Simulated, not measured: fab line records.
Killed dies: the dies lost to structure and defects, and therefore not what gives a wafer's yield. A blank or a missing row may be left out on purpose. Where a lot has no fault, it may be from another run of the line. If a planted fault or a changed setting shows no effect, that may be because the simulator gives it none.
Matching of chambers :: flow n5 finfet :: N5_BEOL_M9_DEP_56 on pecvd-04 has 3 sister chambers
The step deposits SiCN from 3MS/NH3, target thk 15 nm, time 26.5 s. 3 wafers are shown with their chamber, then 7 later ones without.

EACH WAFER AND ITS CHAMBER
wafer: L087.5
chamber: 1
throttle valve pct (%): 9.6

wafer: L091.2
chamber: 2
throttle valve pct (%): 8.7

wafer: L091.3
chamber: 0
throttle valve pct (%): 8.8

WAFERS WITHOUT THEIR CHAMBER
wafer: L091.4
throttle valve pct (%): 9.7

wafer: L092.1
throttle valve pct (%): 8.9

wafer: L092.2
throttle valve pct (%): 8.4

wafer: L092.5
throttle valve pct (%): 8.8

wafer: L096.1
throttle valve pct (%): 8.9

wafer: L096.2
throttle valve pct (%): 8.6

wafer: L096.3
throttle valve pct (%): 9.4

THE CHAMBER EACH PASSED THROUGH
wafer: L091.4
from the rows above: 1
in truth: 1

wafer: L092.1
from the rows above: can't be placed: 0 or 2
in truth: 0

wafer: L092.2
from the rows above: can't be placed: 2 or 0
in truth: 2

wafer: L092.5
from the rows above: can't be placed: 0 or 2
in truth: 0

wafer: L096.1
from the rows above: can't be placed: 0 or 2
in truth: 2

wafer: L096.2
from the rows above: can't be placed: 2 or 0
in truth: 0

wafer: L096.3
from the rows above: 1
in truth: 1
Correctly placed: 2 of 7. Unplaceable from these rows: 5, with the true chamber sitting among the candidates in 5. Placed wrongly: 0.
How it was worked out, from the rows above alone: a wafer's distance from a chamber is the root of the sum, over the readings, of the square of ((its reading less the chamber's mean) divided by the reading's scatter). The wafer belongs to the nearest chamber; if the next one is less than 2 further off, it can't be placed. A chamber's mean is the mean of its shown wafers. The scatter: root of mean squared gap, hidden wafer to nearest shown wafer, with one shown wafer a chamber.
